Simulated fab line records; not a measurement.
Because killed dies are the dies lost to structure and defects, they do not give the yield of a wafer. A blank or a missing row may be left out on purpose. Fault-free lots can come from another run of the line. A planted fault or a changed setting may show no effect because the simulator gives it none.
The tool behind it: which one? :: flow n5 finfet :: 11 lots with 32 wafers sampled at 5 steps, on a route of 1938 steps

== WHAT THE GAUGES READ, wafer by wafer ==
N5_BEOL_M5_INSPECT_58: inspects for defects (darkfield).
lot: L164
measured: day 9 17:29
on: defect inspect-02
raw defect count: 54 67 73

lot: L165
measured: day 10 17:38
on: defect inspect-02
raw defect count: 62 64 94

lot: L166
measured: day 10 23:24
on: defect inspect-02
raw defect count: 71 61 111

lot: L173
measured: day 12 02:10
on: defect inspect-02
raw defect count: 57 38

lot: L176
measured: day 14 01:51
on: defect inspect-02
raw defect count: 71 109 61

lot: L181
measured: day 14 03:01
on: defect inspect-02
raw defect count: 64 64 98

lot: L180
measured: day 14 23:22
on: defect inspect-02
raw defect count: 96 61 64

lot: L182
measured: day 15 02:16
on: defect inspect-01
raw defect count: 93 91 67

lot: L184
measured: day 15 09:10
on: defect inspect-01
raw defect count: 78 52 127

lot: L186
measured: day 15 15:57
on: defect inspect-01
raw defect count: 105 114 101

lot: L185
measured: day 16 00:01
on: defect inspect-01
raw defect count: 54 34 70

N5_BEOL_M6_THK_MEAS_01.
lot: L164
measured: day 9 18:06
on: film metro-02
M6_ILD_THK (nm): 153.1 155.5 154.6

lot: L165
measured: day 10 18:15
on: film metro-01
M6_ILD_THK (nm): 152.7 158.1 158.0

lot: L166
measured: day 11 00:01
on: film metro-02
M6_ILD_THK (nm): 154.5 160.5 163.7

lot: L173
measured: day 12 02:46
on: film metro-01
M6_ILD_THK (nm): 152.9 157.4

lot: L176
measured: day 14 02:57
on: film metro-02
M6_ILD_THK (nm): 156.9 160.5 159.9

lot: L181
measured: day 14 03:37
on: film metro-02
M6_ILD_THK (nm): 156.9 160.3 158.1

lot: L180
measured: day 14 23:58
on: film metro-02
M6_ILD_THK (nm): 153.7 156.0 158.9

lot: L182
measured: day 15 02:55
on: film metro-01
M6_ILD_THK (nm): 155.1 155.3 158.2

lot: L184
measured: day 15 10:23
on: film metro-02
M6_ILD_THK (nm): 157.7 154.5 158.0

lot: L186
measured: day 15 16:45
on: film metro-01
M6_ILD_THK (nm): 153.8 156.6 157.8

lot: L185
measured: day 16 00:37
on: film metro-01
M6_ILD_THK (nm): 155.4 155.6 156.7

== TOOL THAT RAN EACH LOT (tool first, then ch and the chambers of the sampled wafers, then the start) ==
lot: L164
N5_BEOL_M5_ALD_86: ald metal-02 ch 0,2, day 9 11:32
N5_BEOL_M5_ANNEAL_51: rtp anneal-01 ch 0, day 9 16:39
N5_BEOL_M6_ILD_DEP_00: pecvd-03 ch 1,2, day 9 17:31

lot: L165
N5_BEOL_M5_ALD_86: ald metal-02 ch 0,1,2, day 10 11:37
N5_BEOL_M5_ANNEAL_51: rtp anneal-02 ch 0, day 10 16:47
N5_BEOL_M6_ILD_DEP_00: pecvd-03 ch 0,1, day 10 17:40

lot: L166
N5_BEOL_M5_ALD_86: ald metal-04 ch 0,1, day 10 17:11
N5_BEOL_M5_ANNEAL_51: rtp anneal-01 ch 0, day 10 22:31
N5_BEOL_M6_ILD_DEP_00: pecvd-03 ch 0,1,2, day 10 23:26

lot: L173
N5_BEOL_M5_ALD_86: ald metal-02 ch 1,2, day 11 20:13
N5_BEOL_M5_ANNEAL_51: rtp anneal-01 ch 0, day 12 01:20
N5_BEOL_M6_ILD_DEP_00: pecvd-04 ch 0,1, day 12 02:12

lot: L176
N5_BEOL_M5_ALD_86: ald metal-02 ch 0,3, day 13 19:28
N5_BEOL_M5_ANNEAL_51: rtp anneal-01 ch 0, day 14 00:58
N5_BEOL_M6_ILD_DEP_00: pecvd-01 ch 1,2, day 14 01:53

lot: L181
N5_BEOL_M5_ALD_86: ald metal-04 ch 0,1,2, day 13 19:38
N5_BEOL_M5_ANNEAL_51: rtp anneal-02 ch 0, day 14 01:59
N5_BEOL_M6_ILD_DEP_00: pecvd-01 ch 0,1, day 14 03:03

lot: L180
N5_BEOL_M5_ALD_86: ald metal-02 ch 2,3, day 14 17:01
N5_BEOL_M5_ANNEAL_51: rtp anneal-02 ch 0, day 14 22:29
N5_BEOL_M6_ILD_DEP_00: pecvd-04 ch 1,2, day 14 23:24

lot: L182
N5_BEOL_M5_ALD_86: ald metal-01 ch 0,1, day 14 20:15
N5_BEOL_M5_ANNEAL_51: rtp anneal-02 ch 0, day 15 01:18
N5_BEOL_M6_ILD_DEP_00: pecvd-04 ch 1,2, day 15 02:19

lot: L184
N5_BEOL_M5_ALD_86: ald metal-04 ch 0,1,3, day 15 02:22
N5_BEOL_M5_ANNEAL_51: rtp anneal-01 ch 0, day 15 08:22
N5_BEOL_M6_ILD_DEP_00: pecvd-04 ch 0,1,2, day 15 09:13

lot: L186
N5_BEOL_M5_ALD_86: ald metal-01 ch 0,1,2, day 15 09:48
N5_BEOL_M5_ANNEAL_51: rtp anneal-02 ch 0, day 15 15:07
N5_BEOL_M6_ILD_DEP_00: pecvd-04 ch 1,2, day 15 15:59

lot: L185
N5_BEOL_M5_ALD_86: ald metal-02 ch 0,1, day 15 16:34
N5_BEOL_M5_ANNEAL_51: rtp anneal-02 ch 0, day 15 23:08
N5_BEOL_M6_ILD_DEP_00: pecvd-04 ch 0,2, day 16 00:03
- N5_BEOL_M5_ALD_86: deposits TaN, pulse time 2 s, purge time 3 s, co reactant purge time 2 s.
- N5_BEOL_M5_ANNEAL_51: time 90 s.
- N5_BEOL_M6_ILD_DEP_00: deposits SiCOH lowk from DEMS/porogen, target thk 179.75 nm, time 33.4 s.

== AS READ BY THE TOOLS THEMSELVES (means over the sampled wafers that have a number; for cases with no such wafer, the mark the record gives instead) ==
N5_BEOL_M5_ALD_86.
lot: L164
tool: ald metal-02
heater power w (W): 446
precursor vessel pressure torr (Torr): 26.21
susceptor temp C (C): 275.02

lot: L165
tool: ald metal-02
heater power w (W): 454
precursor vessel pressure torr (Torr): 26.31
susceptor temp C (C): 275.14

lot: L166
tool: ald metal-04
heater power w (W): 397
precursor vessel pressure torr (Torr): 26.29
susceptor temp C (C): 274.91

lot: L173
tool: ald metal-02
heater power w (W): 440
precursor vessel pressure torr (Torr): 26.23
susceptor temp C (C): 275.11

lot: L176
tool: ald metal-02
heater power w (W): 422
precursor vessel pressure torr (Torr): 26.28
susceptor temp C (C): 275.00

lot: L181
tool: ald metal-04
heater power w (W): 416
precursor vessel pressure torr (Torr): 26.25
susceptor temp C (C): 275.08

lot: L180
tool: ald metal-02
heater power w (W): 431
precursor vessel pressure torr (Torr): 26.22
susceptor temp C (C): 275.14

lot: L182
tool: ald metal-01
heater power w (W): 450
precursor vessel pressure torr (Torr): 26.32
susceptor temp C (C): 275.14

lot: L184
tool: ald metal-04
heater power w (W): 417
precursor vessel pressure torr (Torr): 26.21
susceptor temp C (C): 274.94

lot: L186
tool: ald metal-01
heater power w (W): 435
precursor vessel pressure torr (Torr): 26.24
susceptor temp C (C): 274.83

lot: L185
tool: ald metal-02
heater power w (W): 401
precursor vessel pressure torr (Torr): 26.26
susceptor temp C (C): 274.93

N5_BEOL_M5_ANNEAL_51.
lot: L164
tool: rtp anneal-01
wafer_temp_C_max: 225.6

lot: L165
tool: rtp anneal-02
wafer_temp_C_max: 225.9

lot: L166
tool: rtp anneal-01
wafer_temp_C_max: 225.7

lot: L173
tool: rtp anneal-01
wafer_temp_C_max: 225.8

lot: L176
tool: rtp anneal-01
wafer_temp_C_max: 225.7

lot: L181
tool: rtp anneal-02
wafer_temp_C_max: 226.1

lot: L180
tool: rtp anneal-02
wafer_temp_C_max: 226.5

lot: L182
tool: rtp anneal-02
wafer_temp_C_max: 226.1

lot: L184
tool: rtp anneal-01
wafer_temp_C_max: 225.8

lot: L186
tool: rtp anneal-02
wafer_temp_C_max: 226.0

lot: L185
tool: rtp anneal-02
wafer_temp_C_max: 226.2

N5_BEOL_M6_ILD_DEP_00.
lot: L164
tool: pecvd-03
heater power w (W): 446
showerhead plenum p Torr (Torr): 5.732
susceptor temp C (C): 299.93
throttle valve pct (%): 13.5

lot: L165
tool: pecvd-03
heater power w (W): 355
showerhead plenum p Torr (Torr): 5.758
susceptor temp C (C): 299.83
throttle valve pct (%): 14.2

lot: L166
tool: pecvd-03
heater power w (W): 382
showerhead plenum p Torr (Torr): 5.747
susceptor temp C (C): 299.98
throttle valve pct (%): 14.3

lot: L173
tool: pecvd-04
heater power w (W): 337
showerhead plenum p Torr (Torr): 5.760
susceptor temp C (C): 300.02
throttle valve pct (%): 15.6

lot: L176
tool: pecvd-01
heater power w (W): 246
showerhead plenum p Torr (Torr): 5.736
susceptor temp C (C): 299.83
throttle valve pct (%): 13.7

lot: L181
tool: pecvd-01
heater power w (W): 276
showerhead plenum p Torr (Torr): 5.737
susceptor temp C (C): 300.14
throttle valve pct (%): 14.4

lot: L180
tool: pecvd-04
heater power w (W): 310
showerhead plenum p Torr (Torr): 5.730
susceptor temp C (C): 299.89
throttle valve pct (%): 15.8

lot: L182
tool: pecvd-04
heater power w (W): 314
showerhead plenum p Torr (Torr): 5.734
susceptor temp C (C): 299.86
throttle valve pct (%): 15.9

lot: L184
tool: pecvd-04
heater power w (W): 311
showerhead plenum p Torr (Torr): 5.741
susceptor temp C (C): 299.82
throttle valve pct (%): 14.9

lot: L186
tool: pecvd-04
heater power w (W): 331
showerhead plenum p Torr (Torr): 5.726
susceptor temp C (C): 300.06
throttle valve pct (%): 15.9

lot: L185
tool: pecvd-04
heater power w (W): 349
showerhead plenum p Torr (Torr): 5.731
susceptor temp C (C): 300.00
throttle valve pct (%): 13.9

== THE ANSWER, worked out from the rows above alone ==
Rule: the usual values come from the lots themselves. Put in order of their means at a reading, lots are off if they are a third of the lots or fewer, leave a main group of 4 or more, and stand apart from it by a gap of 3 or more times the standard deviation of the main group's means; of several such gaps the widest counts. A main group is skipped when, at the precision printed for the reading in the tables above, its means are all equal. Also off: a lot with no number at a reading for which 4 or more lots have one. Where the step has rows for the other lots, those lots are counted as sound. After the gauges, taken in route order, come the tools' own readings; for these a lot's mean is taken, as printed above. The first step at which some lot is off is used, and at that step the reading that is off furthest; a lot without a number counts as furthest.
Nothing can be told from this: no lot is off at any reading shown.

== WHAT THE SIMULATOR HAD INSERTED ==
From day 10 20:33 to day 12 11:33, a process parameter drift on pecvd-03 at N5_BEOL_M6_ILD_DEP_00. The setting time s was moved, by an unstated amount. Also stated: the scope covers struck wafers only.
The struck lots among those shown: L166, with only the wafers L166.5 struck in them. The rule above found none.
